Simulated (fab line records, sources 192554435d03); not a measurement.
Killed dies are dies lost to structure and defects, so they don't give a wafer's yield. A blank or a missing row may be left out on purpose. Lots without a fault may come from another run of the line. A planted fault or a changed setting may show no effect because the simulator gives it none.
Split-lot experiment | flow n5_finfet | 7 lots, 21 wafers read, on a route of 1938 steps

THE SPLIT
At N5_MOL_CONTACT_COAG_COAT_63 (time 60 s, resist thk 10 nm), the setting spin_rpm was moved away from the recipe's 1500 rpm on 10 of the 21 wafers read, by -9.5% to +6.9%. The other wafers ran this setting at the recipe's value.

FROM THE SPLIT TO THE READING: what the file shows between them, 5 steps
- N5_MOL_CONTACT_COAG_COAT_64: time 60 s, resist thk 10 nm (also split here: temp_c)
- N5_MOL_CONTACT_COAG_COAT_34: resist thk 40 nm
- N5_MOL_CONTACT_COAG_EBR_36
- N5_MOL_CONTACT_COAG_DESCUM_45: chemistry O2, time 7 s
- N5_MOL_CONTACT_COAG_ETCH_65: etches underlayer in N2/H2, target depth 13 nm, time 10.4 s

THE READING
etch.depth_nm (the simulator's own value, which no gauge read), in nm, at N5_MOL_CONTACT_COAG_ETCH_66 (etches SiARC in CF4, target depth 13 nm, time 21.7 s). The file gives no usual value for it. The 11 wafers here that ran the recipe average 10.006 nm, standard deviation 0.02 nm.

wafer  | tool, chamber at the split | spin_rpm as run, rpm | against the recipe | etch.depth_nm, nm | against lot-mates on the recipe
L080.1 | litho_track-05, 0          | 1500                 | recipe             | 9.969             | -
L080.4 | litho_track-05, 0          | 1500                 | recipe             | 10                | -
L080.5 | litho_track-05, 0          | 1407                 | -6.2%              | 10.32             | +0.335
L083.3 | litho_track-01, 0          | 1500                 | recipe             | 10.03             | -
L083.4 | litho_track-01, 0          | 1550                 | +3.3%              | 9.879             | -0.151
L083.6 | litho_track-01, 0          | 1550                 | +3.3%              | 9.848             | -0.182
L087.2 | litho_track-01, 0          | 1500                 | recipe             | 10.03             | -
L087.3 | litho_track-01, 0          | 1500                 | recipe             | 9.998             | -
L087.5 | litho_track-01, 0          | 1500                 | recipe             | 10.01             | -
L091.2 | litho_track-01, 0          | 1358                 | -9.5%              | 10.52             | +0.505
L091.5 | litho_track-01, 0          | 1500                 | recipe             | 10.01             | -
L091.6 | litho_track-01, 0          | 1500                 | recipe             | 10.02             | -
L095.3 | litho_track-01, 0          | 1500                 | recipe             | 10.01             | -
L095.4 | litho_track-01, 0          | 1500                 | recipe             | 9.971             | -
L095.5 | litho_track-01, 0          | 1428                 | -4.8%              | 10.25             | +0.259
L096.1 | litho_track-04, 0          | 1408                 | -6.1%              | 10.34             | +0.320
L096.3 | litho_track-04, 0          | 1408                 | -6.1%              | 10.31             | +0.290
L096.6 | litho_track-04, 0          | 1500                 | recipe             | 10.02             | -
L097.4 | litho_track-05, 0          | 1603                 | +6.9%              | 9.656             | no lot-mate on the recipe
L097.5 | litho_track-05, 0          | 1603                 | +6.9%              | 9.633             | no lot-mate on the recipe
L097.6 | litho_track-05, 0          | 1603                 | +6.9%              | 9.648             | no lot-mate on the recipe

THE FIT
A straight line over all 21 wafers: etch.depth_nm changes by -0.0519 nm for each +1% of spin_rpm; r = -1.00; the points scatter about the line by 0.02 nm.
The same after taking each lot's own level away (the mean of its wafers on the recipe; 18 wafers): -0.052 nm for each +1%; r = -1.00; scatter 0.015 nm.
On that fit, the largest move of spin_rpm shifts the reading by 0.49 nm.
The lots' own levels span 9.9845 to 10.0300 nm, that is 2.3 times the standard deviation above.
So the lot-to-lot level changes the slope little: the two slopes agree.
Check: with one of the wafers moved furthest among these (-9.5%) left out of the fit, the line predicts +0.487 nm for it against its lot-mates. It came out at +0.505 nm against them.

OTHER SPLITS ON THESE WAFERS
These wafers also went through other splits before the reading. Each is held against what the fit with the lots' levels taken away leaves over:
other split on the same wafers       | wafers away from the commonest value | r with etch.depth_nm (lot level and that fit taken away)
N5_ILD0_PRECLEAN_10 time_s           | 8                                    | +0.02
N5_SDB_HM_DEP_00 time_s              | 9                                    | +0.36
N5_HKMG_FIN_DESCUM_53 time_s         | 8                                    | +0.20
N5_HKMG_FIN_ETCH_55 time_s           | 7                                    | -0.08
N5_MOL_CONTACT_COAG_COAT_58 spin_rpm | 4                                    | +0.07
N5_MOL_CONTACT_COAG_COAT_64 temp_c   | 5                                    | +0.07

THE WHOLE CHAIN: every reading that the file lists as answering this split, in the file's order
step                        | what it does                                         | reading                                                                                     | change (the file's fit)                | r (the file's)
N5_MOL_CONTACT_COAG_COAT_63 | time 60 s, resist thk 10 nm                          | SiARC_of_MOL_CONTACT_COAG_COAT_63.thk_nm (the simulator's own value, which no gauge read)   | -0.0613 nm for each +1% of the setting | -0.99
N5_MOL_CONTACT_COAG_ETCH_66 | etches SiARC in CF4, target depth 13 nm, time 21.7 s | CAR-EUV_of_MOL_CONTACT_COAG_COAT_34.thk_nm (the simulator's own value, which no gauge read) | +0.0613 nm for each +1% of the setting | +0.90
N5_MOL_CONTACT_COAG_ETCH_66 | etches SiARC in CF4, target depth 13 nm, time 21.7 s | etch.depth_nm (the simulator's own value, which no gauge read)                              | -0.0526 nm for each +1% of the setting | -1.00

THE FILE'S OWN FIT
etch.depth_nm changes by -0.0526 nm for each +1% of spin_rpm, r = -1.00.
